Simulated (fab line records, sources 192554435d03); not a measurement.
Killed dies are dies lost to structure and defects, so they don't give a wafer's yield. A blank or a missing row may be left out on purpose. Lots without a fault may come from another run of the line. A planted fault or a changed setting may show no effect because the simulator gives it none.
Chamber matching | flow n5_finfet | N5_BEOL_M4_ILD_DEP_00 on pecvd-04: 3 sister chambers
The step deposits SiOC from DEMS/O2, target thk 79 nm, time 15.3 s. 14 wafers are shown with their chamber, then 7 later ones without.

WAFERS WITH THEIR CHAMBER
wafer  | chamber | throttle_valve_pct (%) | heater_power_w (W) | showerhead_plenum_p_Torr (Torr)
L890.3 | 2       | 11.5                   | 613                | 5.689
L890.4 | 1       | 12.3                   | 669                | 5.703
L890.6 | 2       | 11.4                   | 632                | 5.708
L893.1 | 1       | 12.3                   | 620                | 5.692
L893.3 | 2       | 11.7                   | 572                | 5.685
L893.6 | 2       | 11.5                   | 572                | 5.686
L894.1 | 0       | 12.5                   | 432                | 5.673
L894.3 | 1       | 12.5                   | 642                | 5.689
L894.5 | 1       | 12.4                   | 678                | 5.697
L896.2 | 1       | 12.2                   | 591                | 5.687
L896.5 | 2       | 11.3                   | 653                | 5.684
L896.6 | 0       | 12.9                   | 493                | 5.664
L910.2 | 2       | 11.6                   | 568                | 5.691
L910.3 | 2       | 11.4                   | 584                | 5.699

SIGNATURES (means of the wafers above)
reading                  | chamber 0 | chamber 1 | chamber 2 | scatter within a chamber
throttle_valve_pct       | 12.700    | 12.340    | 11.486    | 0.148
heater_power_w           | 462.50    | 640.00    | 599.14    | 35.4
showerhead_plenum_p_Torr | 5.66850   | 5.69360   | 5.69171   | 0.00781
Rule: a wafer's distance from a chamber is the root of the sum, over the readings, of the square of ((its reading less the chamber's mean) divided by the reading's scatter). The wafer belongs to the nearest chamber; if the next one is less than 2 further off, it can't be placed. The scatter: the root of (the sum of the squares of (reading less its chamber's mean) over the shown wafers, divided by (wafers less chambers)).

WAFERS WITHOUT THEIR CHAMBER
wafer  | throttle_valve_pct (%) | heater_power_w (W) | showerhead_plenum_p_Torr (Torr)
L910.5 | 11.6                   | 574                | 5.695
L911.2 | 12.5                   | 524                | 5.678
L911.4 | 12.5                   | 640                | 5.682
L911.5 | 12.4                   | 514                | 5.665
L912.1 | 12.2                   | 582                | 5.678
L912.3 | 11.8                   | 634                | 5.684
L912.5 | 12.5                   | 581                | 5.698

WHICH CHAMBER EACH WENT THROUGH
wafer  | from the rows above     | in truth
L910.5 | 2                       | 2
L911.2 | can't be placed: 0 or 1 | 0
L911.4 | 1                       | 1
L911.5 | 0                       | 0
L912.1 | 1                       | 1
L912.3 | can't be placed: 2 or 1 | 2
L912.5 | 1                       | 1
Placed correctly: 5 of 7. Can't be placed from these rows: 2 (the true chamber is among the candidates in 2). Placed wrongly: 0.
